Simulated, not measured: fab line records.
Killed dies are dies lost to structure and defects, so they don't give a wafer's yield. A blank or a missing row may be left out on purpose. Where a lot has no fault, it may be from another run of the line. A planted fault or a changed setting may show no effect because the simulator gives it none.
One fault seen from 3 desks -- flow n5-finfet -- every desk sees just its own numbers, and what lay behind them comes last

== FROM THE METROLOGY DESK ==
Means of the sampled wafers that have a number, per lot and without regard to the tool the lot ran on: this is what the gauges read. Any lot whose mean is over 4 standard deviations away from the usual mean is out of limits and marked OUT; that distance is given in the brackets. Of its 13 readings 7 are shown: those that lie furthest out on some lot.
Columns: A = cd-nm at N5_STI_FIN_REVEAL_CD_MEAS_22, usual 6.25 nm; B = trench-depth-nm at N5_STI_FIN_REVEAL_FIN_H_MEAS_10, usual 52.1 nm; C = DIBL_P at N5_BEOL_M4_RC_MEAS_101, usual 36.2 mV/V; D = ION_P at N5_BEOL_M4_RC_MEAS_101, usual 463 uA/um; E = SS_N at N5_BEOL_M4_RC_MEAS_101, usual 71.6 mV/dec; F = SS_P at N5_BEOL_M4_RC_MEAS_101, usual 73.3 mV/dec; G = VT_P at N5_BEOL_M4_RC_MEAS_101, usual -251 mV
lot,first seen here,A,B,C,D,E,F,G
L419,day 4 13:36,6.19,51.9,36.0,459,71.8,73.4,-255
L420,day 4 19:20,5.84,53.2,33.0,462,70.7,72.3,-251
L426,day 6 09:51,6.37,52.5,36.7,476,71.7,73.3,-246
L430,day 7 06:41,6.24,52.0,36.0,466,71.5,73.2,-247
L431,day 7 13:24,6.03,51.2,37.4,466,72.0,73.9,-249
This desk's finding: nothing out of limits on any of the 5 lots.

== THE DEFECT DESK ==
Per lot, the means of the sampled wafers with a number show what the inspections along the route counted. Any lot whose mean is over 4 standard deviations away from the usual mean is out of limits and marked OUT; that distance is given in the brackets.
Columns: A = raw-defect-count at N5_STI_FIN_REVEAL_INSPECT_13, usual 11
lot,first seen here,A
L419,day 4 13:43,14
L420,day 4 19:28,10
L426,day 6 09:58,12
L430,day 7 06:48,8
L431,day 7 13:31,8
This desk's finding: nothing out of limits on any of the 5 lots.

== THE TOOL OWNER'S DESK: cmp-04 ==
The tool's own readings at N5_DUMMY_GATE_CMP_04 (polishes a-Si): means of the sampled wafers that have a number, for each lot that ran on this tool. Any lot whose mean is over 4 standard deviations away from the usual mean is out of limits and marked OUT; that distance is given in the brackets.
Columns: A = motor-current-A at N5_DUMMY_GATE_CMP_04, usual 10.5 A; B = time-to-endpoint-s at N5_DUMMY_GATE_CMP_04, usual 13.8 s
lot,first seen here,A,B
L420,day 4 23:43,10.3,15.0
L426,day 6 13:54,9.9,10.7
This desk's finding: nothing out of limits on any of the 2 lots.

== TAKEN TOGETHER ==
At the metrology desk, nothing out of limits was observed.
The defect desk saw nothing out of limits.
Nothing out of limits was seen by the tool owner's desk.

== WHAT THE SIMULATOR HAD INSERTED ==
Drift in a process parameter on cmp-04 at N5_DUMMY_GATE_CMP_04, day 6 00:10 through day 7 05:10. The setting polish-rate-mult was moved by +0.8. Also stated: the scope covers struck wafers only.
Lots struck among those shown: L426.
